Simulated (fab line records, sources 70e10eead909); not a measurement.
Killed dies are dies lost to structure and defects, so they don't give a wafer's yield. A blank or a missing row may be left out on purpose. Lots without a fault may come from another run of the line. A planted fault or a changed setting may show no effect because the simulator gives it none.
A struck lot beside a sound one | flow nand_harc | 40 steps out of a route of 1302
Sound: wafers L899.1, L899.2, L899.3. Struck: wafers L914.3, L914.4, L914.5. The cause comes at the end.
At each step with rows: each side's tool, then ch and its chambers, then its first start. Under that, the readings that differ: sound wafers | struck wafers | difference of the means | sigmas: that difference in standard deviations of wafers without a fault.
alike: readings whose means differ by less than 2 such deviations, and words and numbers that are the same on both sides. not compared: withheld readings, readings that some wafer has no value for, bounds like >300 that may hide the same value, and numbers for which the record gives no deviation and whose values overlap.
The two part at a step that has a row with sigmas, a row that says differs or no value, or rows on one side only. Numbers that don't overlap but have no deviation are shown without sigmas and don't part them. A reading that every wafer of one side lacks parts them only if that side has two wafers or more.

first, 4 steps without rows for these wafers: NHARC_P_M1_EBR_05; NHARC_P_M1_EXPOSE_06 (exposes mask P M1, target cd 130 nm); NHARC_P_M1_PEB_07 (peb time 65 s); NHARC_P_M1_DEVELOP_08 (develop time 35 s).
NHARC_P_M1_CD_MEAS_09: target cd 130 nm.
  sound on cd_sem-03 ch 0, day 9 01:38; struck on cd_sem-01 ch 0, day 15 04:20
  alike: cd_nm
NHARC_P_M1_OVL_MEAS_10: pitch 260 nm.
  sound on overlay-02, day 9 01:43; struck on overlay-02, day 15 04:25
  reading           | sound       | struck        | difference | sigmas
  overlay_x_nm (nm) | 1.5 1.7 1.2 | 0.2 -0.7 -0.4 | -1.8       | -2
  alike: overlay_y_nm
NHARC_P_M1_INSPECT_11:
  sound on defect_inspect-01, day 9 01:45; struck on defect_inspect-02, day 15 04:28
  alike: raw_defect_count
NHARC_P_M1_DESCUM_14: chemistry O2, time 3 s.
  sound on rie_diel-12 ch 1,2,3, day 9 01:49; struck on rie_diel-12 ch 0,2,3, day 15 04:32
  alike: drypump_motor_current_A, oes_product_au, rf_vpp_V, showerhead_plenum_p_Torr, throttle_valve_pct
  not compared: rf_hours_counter_h
then, 2 steps without rows for these wafers: NHARC_P_M1_ETCH_35 (etches the open film in N2/H2, target depth 40 nm, overetch 12 nm, time 43.94 s); NHARC_P_M1_ETCH_15 (etches the open film in C4F8/Ar, target depth 182.5 nm, time 91.2 s).
NHARC_P_M1_CD_MEAS_16:
  sound on cd_sem-03, day 9 02:07; struck on cd_sem-01, day 15 04:50
  alike: cd_nm
NHARC_P_M1_STRIP_18: strips in N2/H2.
  sound on rie_diel-12 ch 0,1,2, day 9 02:13; struck on rie_diel-03 ch 1,2,3, day 15 04:55
  reading                     | sound       | struck      | difference | sigmas
  drypump_motor_current_A (A) | 5.3 5.0 5.1 | 6.1 5.7 6.4 | +0.9       | +2
  alike: oes_product_au, rf_vpp_V, showerhead_plenum_p_Torr, throttle_valve_pct
  not compared: rf_hours_counter_h
NHARC_P_M1_ETCH_28: etches the open film in CF4/N2, target depth 30 nm, time 72.99 s.
  sound on rie_diel-12 ch 0,2,3, day 9 02:26; struck on rie_diel-03 ch 0,1,2, day 15 05:08
  alike: bias_w, cf4_flow_sccm, drypump_motor_current_A, oes_product_au, rf_vpp_V, showerhead_plenum_p_Torr, throttle_valve_pct
  not compared: rf_hours_counter_h
then, 1 step without rows for these wafers: NHARC_P_M1_STRIP_19 (strips in post etch residue remover, time 600 s).
NHARC_P_M1_DEGAS_29: time 60 s.
  sound on pvd_sputter-01, day 9 02:50; struck on pvd_sputter-01, day 15 05:32
  alike: heater_power_w
then, 6 steps without rows for these wafers: NHARC_P_M1_PRE_CLEAN_30 (time 30 s); NHARC_P_M1_PVD_20 (deposits TaN, target thk 5 nm, time 8.06 s); NHARC_P_M1_PVD_21 (deposits Cu, target thk 30 nm, time 20.49 s); NHARC_P_M1_ECD_22 (material Cu, target thk 400 nm); NHARC_P_M1_ANNEAL_31 (time 90 s); NHARC_P_M1_CMP_23 (polishes, t overpolish 20 s, target thk 157.82 nm).
NHARC_P_M1_THK_MEAS_24: measures by xrf.
  sound on film_metro-02, day 9 04:16; struck on film_metro-02, day 15 06:56
  alike: thk_nm
then, 1 step without rows for these wafers: NHARC_P_M1_SRD_25.
NHARC_P_M1_PRE_CLEAN_32: time 12 s.
  sound on pecvd-02 ch 0,1,2, day 9 04:29; struck on pecvd-01 ch 1,2, day 15 07:10
  alike: heater_power_w
then, 11 steps without rows for these wafers: NHARC_P_M1_DEP_33 (deposits SiCN, target thk 30 nm); NHARC_P_M2_DEP_00 (deposits SiOC, target thk 182.5 nm); NHARC_P_M2_DEHYDRATE_01 (time 120 s); NHARC_P_M2_HMDS_02 (time 30 s); NHARC_P_M2_COAT_34 (time 65 s); NHARC_P_M2_COAT_03 (resist thk 90 nm); NHARC_P_M2_SOFTBAKE_04 (time 55 s); NHARC_P_M2_EBR_05; NHARC_P_M2_EXPOSE_06 (exposes mask P M2, target cd 170 nm); NHARC_P_M2_PEB_07 (peb time 65 s); NHARC_P_M2_DEVELOP_08 (develop time 35 s).
NHARC_P_M2_CD_MEAS_09: target cd 170 nm.
  sound on cd_sem-01 ch 0, day 9 05:49; struck on cd_sem-02 ch 0, day 15 08:29
  alike: cd_nm
NHARC_P_M2_OVL_MEAS_10: pitch 340 nm.
  sound on overlay-02, day 9 05:54; struck on overlay-02, day 15 08:34
  reading           | sound          | struck      | difference | sigmas
  overlay_x_nm (nm) | -1.5 -0.3 -0.5 | 1.8 1.8 1.4 | +2.4       | +3
  alike: overlay_y_nm
NHARC_P_M2_DESCUM_14: chemistry O2, time 3 s.
  sound on rie_diel-13 ch 0,1,2, day 9 05:59; struck on rie_diel-04 ch 0,1,3, day 15 08:41
  alike: drypump_motor_current_A, oes_product_au, rf_vpp_V, showerhead_plenum_p_Torr, throttle_valve_pct
  not compared: rf_hours_counter_h
then, 1 step without rows for these wafers: NHARC_P_M2_ETCH_35 (etches the open film in N2/H2, target depth 40 nm, overetch 12 nm, time 43.94 s).
-- the record jumps here: 19 days lie between the struck wafers' starts before and after (it left off in module P_M2 and takes up again in module END, whose first step shown is number 1302 of the route) --
NHARC_END_SORT_01:
  the record has rows for the struck wafers here (prober-02 ch 0, day 34 12:49) and none for the sound ones

WHERE THEY PART
First at NHARC_P_M1_OVL_MEAS_10; last, within this record, at NHARC_END_SORT_01.

WHY: what the simulator had put in
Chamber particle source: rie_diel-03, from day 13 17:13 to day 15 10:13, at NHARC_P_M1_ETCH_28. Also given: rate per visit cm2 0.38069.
